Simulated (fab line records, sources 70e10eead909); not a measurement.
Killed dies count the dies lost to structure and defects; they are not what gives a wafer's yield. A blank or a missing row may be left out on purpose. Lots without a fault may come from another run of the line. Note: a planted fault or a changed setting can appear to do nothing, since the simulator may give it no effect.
fab line records ; flow nandHarc
record: lots: 6; wafers: 17; lastDay: 34
route steps=1302 shown A_STAIRCASE@800
lots that met no fault: from a run of the same line without faults
startH: start of the lot's first displayed wafer, in hours after the record's first day ; waitH: time in hours since the lot's previous step ; " the same as in the row above ; L1.1+2: a single row standing in for several wafers ; - value missing, or start not given ; * or withheld: withheld ; < > ~ a bound
route shown NAME@n: a module of which the file shows steps, and the number in the route of the first ; usual: mean/standard deviation of fault-free wafers ; same: alike in all rows ; chamber/n: place in a boat ; sites: readings site by site ; _std_site: their standard deviation ; _edge_site: inner sites' mean taken away from outer sites' mean ; radiusMm: how far each site lies from the wafer's centre ; mask NAME#n: copy n ; behind: the most recent tool/chamber to have shaped the wafer ; hold: the reason the lot was held/the length of the hold in hours/how it ended ; device: which transistor (n, p or np) failed to switch ; end of line: the tests these same wafers got at the end of their route ; a step without rows: its recipe alone ; killed: not the wafer's yield, but the dies lost to structure and defects at the first sort ; map: shows each die of a wafer: x if killed, . if not, _ if none is there
set.NAME: the setting that was run; set.NAME@STEP: the one run at that earlier step ; model.NAME: the simulator's own value behind a step, which no gauge read
certain route steps with their lots: each step a table, each wafer a row
services: a tool's chamber out of use, with start hour (startH, from the record's first day; less than 0 if before it), hours out, and reason
== steps ==
step: NHARC_A_STAIRCASE_SOFTBAKE_284
recipe: tempC: 135; timeS: 170
step: NHARC_A_STAIRCASE_EBR_285
step: NHARC_A_STAIRCASE_EXPOSE_286
recipe: na: 0.5; doseMj: 25.01; maskId: CHOP_100
step: NHARC_A_STAIRCASE_PEB_287
recipe: pebTempC: 115; pebTimeS: 130
step: NHARC_A_STAIRCASE_DEVELOP_288
recipe: timeS: 140
step: NHARC_A_STAIRCASE_HARDBAKE_290
recipe: tempC: 120; timeS: 140
step: NHARC_A_STAIRCASE_DESCUM_291
recipe: timeS: 3; o2FlowSccm: 200; arFlowSccm: 0; biasPowerW: 0; chemistry: O2
usual: drypumpMotorCurrentA: 5.9/0.36; oesProductAu: 0.998/0.018; rfVppV: 58.0/0.91; showerheadPlenumPTorr: 1.94/0.1; throttleValvePct: 11.312/0.009
same: timeS: 3
lot.wafer;tool;chamber;startH;waitH;drypumpMotorCurrentA;oesProductAu;rfHoursCounterH;rfVppV;showerheadPlenumPTorr;throttleValvePct
L896.4;rieDiel-11;1;413.02;-;5.5;1.003;47;58.3;2.06;11.305
L896.1;rieDiel-11;0;413.02;-;5.6;0.986;52;57.3;2.00;11.314
L896.6;rieDiel-11;2;413.02;-;6.1;0.985;-;57.7;2.04;11.311
L899.2;rieDiel-11;1;445.13;-;5.5;0.972;0;58.9;2.06;11.321
L899.3;rieDiel-11;0;445.13;-;5.6;0.970;0;57.4;2.00;11.298
L899.5;rieDiel-11;1;445.13;-;5.4;0.962;-;58.4;2.06;11.307
L902.5;rieDiel-11;0;476.35;-;5.6;0.982;-;57.6;1.99;11.309
L902.6;rieDiel-11;1;476.35;-;5.5;0.961;-;59.7;2.05;11.297
L914.3;rieDiel-05;2;597.64;-;6.2;0.995;1;56.9;1.78;11.308
L914.4;rieDiel-05;0;597.64;-;6.6;1.016;1;55.7;1.83;11.303
L914.6;rieDiel-05;1;597.64;-;6.1;0.998;-;57.5;2.02;11.310
L915.3;rieDiel-05;1;604.94;-;6.1;0.994;4;56.5;2.02;11.312
L915.2;rieDiel-05;2;604.94;-;6.1;0.994;3;58.3;1.78;11.308
L915.5;rieDiel-05;1;604.94;-;6.1;0.995;-;57.6;2.02;11.331
L916.4;rieDiel-05;3;623.28;-;5.9;1.006;7;59.0;2.07;11.303
L916.2;rieDiel-05;0;623.28;-;6.6;1.017;8;57.6;1.83;11.327
L916.6;rieDiel-05;3;623.28;-;5.9;1.010;-;58.3;2.07;11.301
step: NHARC_A_STAIRCASE_ETCH_292
recipe: cf4FlowSccm: 100; chf3FlowSccm: 30; arFlowSccm: 0; rfW: 500; biasW: 200; chemistry: CF4/CHF3
usual: biasW: 200.0/0.52; drypumpMotorCurrentA: 5.9/0.35; oesProductAu: 0.933/0.021; rfFwdPowerW: 497.2/1.7; rfVppV: 371.3/2.7; showerheadPlenumPTorr: 1.60/0.077; throttleValvePct: 16.802/0.009
lot.wafer;tool;chamber;startH;waitH;biasW;drypumpMotorCurrentA;oesProductAu;rfFwdPowerW;rfHoursCounterH;rfVppV;showerheadPlenumPTorr;throttleValvePct
L896.4;rieDiel-11;2;413.13;0.1;199.5;6.2;0.905;497.5;45;372.1;1.67;16.796
L896.1;rieDiel-11;3;413.13;0.1;200.7;6.0;0.937;496.6;50;370.0;1.57;16.806
L896.6;rieDiel-11;1;413.13;0.1;200.2;5.4;0.921;494.0;-;374.6;1.69;16.799
L899.3;rieDiel-11;1;445.25;0.1;201.2;5.4;0.924;496.3;0;374.9;1.69;16.791
L899.2;rieDiel-11;2;445.25;0.1;199.5;6.1;0.920;497.5;0;373.9;1.67;16.791
L899.5;rieDiel-11;0;445.25;0.1;200.4;5.6;0.951;495.8;-;374.1;1.64;16.805
L902.6;rieDiel-11;0;476.44;0.1;200.4;5.7;0.910;496.8;-;372.9;1.64;16.811
L902.5;rieDiel-11;1;476.44;0.1;200.6;5.5;0.900;498.0;-;374.0;1.68;16.799
L914.3;rieDiel-05;2;597.72;0.1;200.7;6.1;0.966;493.6;1;366.6;1.47;16.808
L914.4;rieDiel-05;0;597.72;0.1;200.3;6.7;0.982;499.2;1;368.8;1.51;16.801
L914.6;rieDiel-05;1;597.72;0.1;200.1;6.1;0.951;498.6;-;372.9;1.66;16.801
L915.2;rieDiel-05;3;605.02;0.1;200.0;5.9;0.957;497.0;4;375.2;1.70;16.798
L915.3;rieDiel-05;1;605.02;0.1;200.6;6.1;0.942;496.4;4;372.7;1.66;16.823
L915.5;rieDiel-05;0;605.02;0.1;199.4;6.6;0.947;498.4;-;368.3;1.51;16.784
L916.2;rieDiel-05;0;623.43;0.1;201.0;6.7;0.927;498.0;9;367.8;1.51;16.793
L916.4;rieDiel-05;2;623.43;0.1;200.2;6.1;0.935;497.2;8;367.3;1.47;16.809
L916.6;rieDiel-05;3;623.43;0.1;200.5;5.9;0.933;498.1;-;375.3;1.70;16.803
step: NHARC_A_STAIRCASE_HM_OPEN_460
recipe: o2FlowSccm: 400; cosFlowSccm: 20; arFlowSccm: 0; rfW: 500; biasW: 300; chemistry: O2/COS
usual: biasW: 300.0/0.98; drypumpMotorCurrentA: 5.9/0.37; oesProductAu: 1.002/0.017; rfFwdPowerW: 499.0/1.4; rfVppV: 468/3.4; showerheadPlenumPTorr: 3.16/0.15; throttleValvePct: 28.331/0.0084
lot.wafer;tool;chamber;startH;waitH;biasW;drypumpMotorCurrentA;oesProductAu;rfFwdPowerW;rfHoursCounterH;rfVppV;showerheadPlenumPTorr;throttleValvePct
L896.1;rieDiel-11;1;-;-;299.2;5.5;1.007;500.3;47;473;3.35;28.335
L896.4;rieDiel-11;3;-;-;300.8;6.1;1.014;498.5;50;465;3.12;28.337
L896.6;rieDiel-11;2;-;-;300.4;6.1;0.980;500.5;-;472;3.32;28.333
L899.3;rieDiel-11;2;-;-;301.6;6.2;0.982;497.5;0;472;3.32;28.336
L899.2;rieDiel-11;3;-;-;297.1;6.1;1.010;498.5;0;465;3.11;28.332
L899.5;rieDiel-11;0;-;-;299.3;5.6;0.978;498.9;-;469;3.25;28.345
L902.6;rieDiel-11;3;-;-;300.7;6.0;1.028;496.9;-;466;3.11;28.354
L902.5;rieDiel-11;0;-;-;300.2;5.7;0.992;498.1;-;469;3.25;28.319
L914.3;rieDiel-05;2;-;-;301.4;6.1;1.006;497.9;1;462;2.92;28.350
L914.4;rieDiel-05;3;-;-;299.5;5.9;1.007;500.9;1;473;3.37;28.331
L914.6;rieDiel-05;3;-;-;299.9;5.9;1.019;500.0;-;471;3.37;28.331
L915.3;rieDiel-05;0;-;-;301.3;6.7;1.010;498.9;5;465;2.99;28.330
L915.2;rieDiel-05;1;-;-;300.3;6.1;0.995;499.2;4;469;3.29;28.331
L915.5;rieDiel-05;0;-;-;299.7;6.7;1.011;500.5;-;467;2.99;28.327
L916.2;rieDiel-05;0;-;-;298.7;6.6;1.008;499.8;9;466;2.99;28.336
L916.4;rieDiel-05;2;-;-;299.8;6.1;0.993;500.1;8;463;2.92;28.332
L916.6;rieDiel-05;3;-;-;301.2;5.9;1.010;499.6;-;472;3.37;28.327
step: NHARC_A_STAIRCASE_STRIP_461
recipe: o2FlowSccm: 400; cosFlowSccm: 20; arFlowSccm: 0; biasW: 0; chemistry: O2/COS
step: NHARC_A_STAIRCASE_ETCH_452
recipe: targetDepthA: 300; overetchA: 30; timeS: 16.5; ionEnergyEv: 100; cf4FlowSccm: 80; o2FlowSccm: 20; arFlowSccm: 0; rfW: 300; biasW: 100; chemistry: CF4/O2
usual: biasW: 100.01/0.29; drypumpMotorCurrentA: 5.9/0.34; oesProductAu: 0.999/0.017; rfFwdPowerW: 294.5/1.5; rfVppV: 198.2/1.7; runLengthS: 37.8/0.54; showerheadPlenumPTorr: 1.35/0.068; throttleValvePct: 13.399/0.0095
same: timeS: 16.5
lot.wafer;tool;chamber;startH;waitH;biasW;drypumpMotorCurrentA;oesProductAu;rfFwdPowerW;rfHoursCounterH;rfVppV;runLengthS;showerheadPlenumPTorr;throttleValvePct
L896.1;rieDiel-11;0;-;-;100.07;5.6;0.988;293.0;52;199.9;37.9;1.39;13.417
L896.4;rieDiel-11;1;-;-;100.62;5.5;1.007;295.9;47;198.4;37.6;1.43;13.390
L896.6;rieDiel-11;2;-;-;100.61;6.1;0.983;294.2;-;200.5;36.9;1.42;13.390
L899.2;rieDiel-11;2;-;-;99.65;6.2;0.984;293.9;0;199.4;37.4;1.42;13.384
L899.3;rieDiel-11;1;-;-;100.30;5.5;0.979;296.1;0;200.0;37.6;1.43;13.397
L899.5;rieDiel-11;3;-;-;99.82;6.0;1.024;296.2;-;198.5;37.8;1.33;13.401
L902.5;rieDiel-11;1;-;-;100.28;5.5;0.967;294.5;-;200.3;37.4;1.43;13.395
L902.6;rieDiel-11;2;-;-;100.02;6.2;0.980;296.0;-;200.1;36.9;1.42;13.394
L914.3;rieDiel-05;1;-;-;99.96;6.1;1.000;293.1;1;199.3;37.6;1.41;13.404
L914.4;rieDiel-05;0;-;-;100.34;6.6;1.011;295.2;1;196.8;38.1;1.28;13.394
L914.6;rieDiel-05;2;-;-;100.33;6.1;0.999;293.3;-;195.3;38.7;1.25;13.401
L915.3;rieDiel-05;3;-;-;99.95;5.9;1.007;295.2;4;199.9;37.7;1.45;13.403
L915.2;rieDiel-05;1;-;-;100.10;6.1;0.997;292.0;4;199.2;37.9;1.41;13.395
L915.5;rieDiel-05;3;-;-;99.70;5.9;1.007;295.0;-;198.2;37.5;1.45;13.402
L916.4;rieDiel-05;0;-;-;100.29;6.6;0.997;294.6;9;197.3;38.2;1.28;13.394
L916.2;rieDiel-05;2;-;-;99.87;6.1;0.984;293.4;8;194.6;38.6;1.24;13.404
L916.6;rieDiel-05;0;-;-;100.06;6.6;1.003;295.2;-;197.0;38.6;1.28;13.410
step: NHARC_A_STAIRCASE_ETCH_294
recipe: targetDepthA: 49890; timeS: 1211.6; ionEnergyEv: 800; c4f8FlowSccm: 80; o2FlowSccm: 60; arFlowSccm: withheld; rfW: 600; biasW: 3000; chemistry: C4F8/O2/Ar
usual: biasW: 2999/9.3; oesProductAu: 0.934/0.017; rfFwdPowerW: 599.8/1.8; rfVppV: 1830/13; runLengthS: 1233.0/0.52
lot.wafer;tool;chamber;startH;waitH;biasW;oesProductAu;rfFwdPowerW;rfHoursCounterH;rfVppV;runLengthS
L896.4;rieDiel-11;0;413.63;-;3002;0.939;600.4;52;1836;1233.1
L896.1;rieDiel-11;1;413.63;-;2984;0.933;598.1;47;1845;1232.5
L896.6;rieDiel-11;1;413.63;-;3000;0.943;599.7;-;1845;1232.8
L899.2;rieDiel-11;0;445.75;-;2996;0.916;599.5;1;1836;1233.4
L899.3;rieDiel-11;2;445.75;-;3011;0.920;601.5;1;1842;1232.0
L899.5;rieDiel-11;1;445.75;-;3017;0.924;599.8;-;1846;1306.7
L902.5;rieDiel-11;3;477.27;-;3005;0.944;600.2;-;1827;1307.6
L902.6;rieDiel-11;0;477.27;-;3017;0.917;599.6;-;1837;1233.0
L914.4;rieDiel-05;2;598.40;-;2996;0.954;598.1;1;1811;1233.9
L914.3;rieDiel-05;3;598.40;-;3008;0.962;598.8;1;1846;1232.7
L914.6;rieDiel-05;0;598.40;-;2998;0.946;602.5;-;1816;1233.4
L915.2;rieDiel-05;1;605.56;-;2994;0.918;600.4;4;1840;1232.8
L915.3;rieDiel-05;3;605.56;-;3002;0.943;599.4;4;1846;1232.7
L915.5;rieDiel-05;1;605.56;-;3002;0.919;602.4;-;1842;1233.3
L916.2;rieDiel-05;3;624.10;-;2996;0.936;597.9;8;1847;1232.8
L916.4;rieDiel-05;0;624.10;-;2994;0.941;599.4;9;1815;1233.3
L916.6;rieDiel-05;3;624.10;-;3004;0.936;599.8;-;1848;1233.0
step: NHARC_A_STAIRCASE_STRIP_295
recipe: o2FlowSccm: 500; arFlowSccm: 0; biasW: 0; chemistry: O2
usual: drypumpMotorCurrentA: 5.9/0.35; oesProductAu: 1.001/0.018; rfVppV: 57.9/0.92; showerheadPlenumPTorr: 3.57/0.18; throttleValvePct: 17.034/0.0086
same: biasW: 0
lot.wafer;tool;chamber;startH;waitH;drypumpMotorCurrentA;oesProductAu;rfHoursCounterH;rfVppV;showerheadPlenumPTorr;throttleValvePct
L896.4;rieDiel-11;2;-;-;6.2;0.982;46;57.6;3.75;17.030
L896.1;rieDiel-11;3;-;-;6.0;1.009;51;57.7;3.52;17.050
L896.6;rieDiel-11;2;-;-;6.2;0.981;-;57.3;3.75;17.047
L899.3;rieDiel-11;2;-;-;6.2;0.984;1;59.6;3.75;17.029
L899.2;rieDiel-11;1;-;-;5.5;0.971;1;56.5;3.78;17.035
L899.5;rieDiel-11;2;-;-;6.2;0.985;-;58.3;3.75;17.045
L902.6;rieDiel-11;3;-;-;6.1;1.022;-;56.8;3.51;17.037
L902.5;rieDiel-11;0;-;-;5.6;0.986;-;57.0;3.67;17.036
L914.4;rieDiel-05;2;-;-;6.1;0.996;2;56.0;3.30;17.020
L914.3;rieDiel-05;3;-;-;5.9;1.000;2;59.5;3.81;17.031
L914.6;rieDiel-05;3;-;-;5.9;1.007;-;58.5;3.81;17.051
L915.2;rieDiel-05;3;-;-;5.9;1.000;4;58.8;3.81;17.038
L915.3;rieDiel-05;2;-;-;6.1;1.010;4;56.0;3.30;17.039
L915.5;rieDiel-05;3;-;-;5.9;0.994;-;58.4;3.81;17.030
L916.2;rieDiel-05;0;-;-;6.6;0.998;9;57.3;3.38;17.042
L916.6;rieDiel-05;0;-;-;6.6;1.005;-;57.7;3.38;17.022
L916.4;rieDiel-05;2;-;-;6.2;0.996;-;57.6;3.30;17.021
== services ==
tool;chamber;startH;hours;kind
rieDiel-05;-;408.41;9.0;pm
rieDiel-05;0;408.41;9.0;ventCycle
rieDiel-05;1;408.41;9.0;ventCycle
rieDiel-05;2;408.41;9.0;ventCycle
rieDiel-05;3;408.41;9.0;ventCycle
rieDiel-11;-;416.68;0.2;repair
rieDiel-05;0;417.41;-;clean
rieDiel-05;1;417.41;-;clean
rieDiel-05;2;417.41;-;clean
rieDiel-05;3;417.41;-;clean
rieDiel-05;3;417.41;-;consumableReplace:focusRing
rieDiel-11;-;432.57;9.0;pm
rieDiel-05;0;443.92;-;clean
rieDiel-05;1;443.92;-;clean
rieDiel-05;2;443.92;-;clean
rieDiel-05;3;443.92;-;clean
rieDiel-05;0;468.42;-;clean
rieDiel-05;1;468.42;-;clean
rieDiel-05;2;468.42;-;clean
rieDiel-05;3;468.42;-;clean
rieDiel-05;0;492.92;-;clean
rieDiel-11;0;520.39;3.2;repair
rieDiel-11;-;609.89;9.0;pm
rieDiel-05;1;624.74;4.2;repair
== key ==
firstSign: step: NHARC_A_STAIRCASE_ETCH_294; reading: runLengthS; direction: up; sigmas: 99+; usual: *; struck: *
effect none on later readings
metAt NHARC_A_STAIRCASE_ETCH_294
struckWafers L899.5,L902.5
testerLeftOut L899,L902
onsetBetween 413.63 445.75
fault: kind: processParameterDrift; tool: rieDiel-11; chamber: -; onsetH: 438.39; steps: NHARC_A_STAIRCASE_ETCH_294; channel: timeS; offset: *; shape: step; endH: 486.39; scope: struckWafersOnly; actsIn: *; stated: *
testerLeftOut: of these lots the tester's yield and bins aren't shown, on N5 and GAA mostly nor the transistor test; their killed dies are dies lost to structure and defects alone, not to doping, threshold or leakage, so they don't give the yield
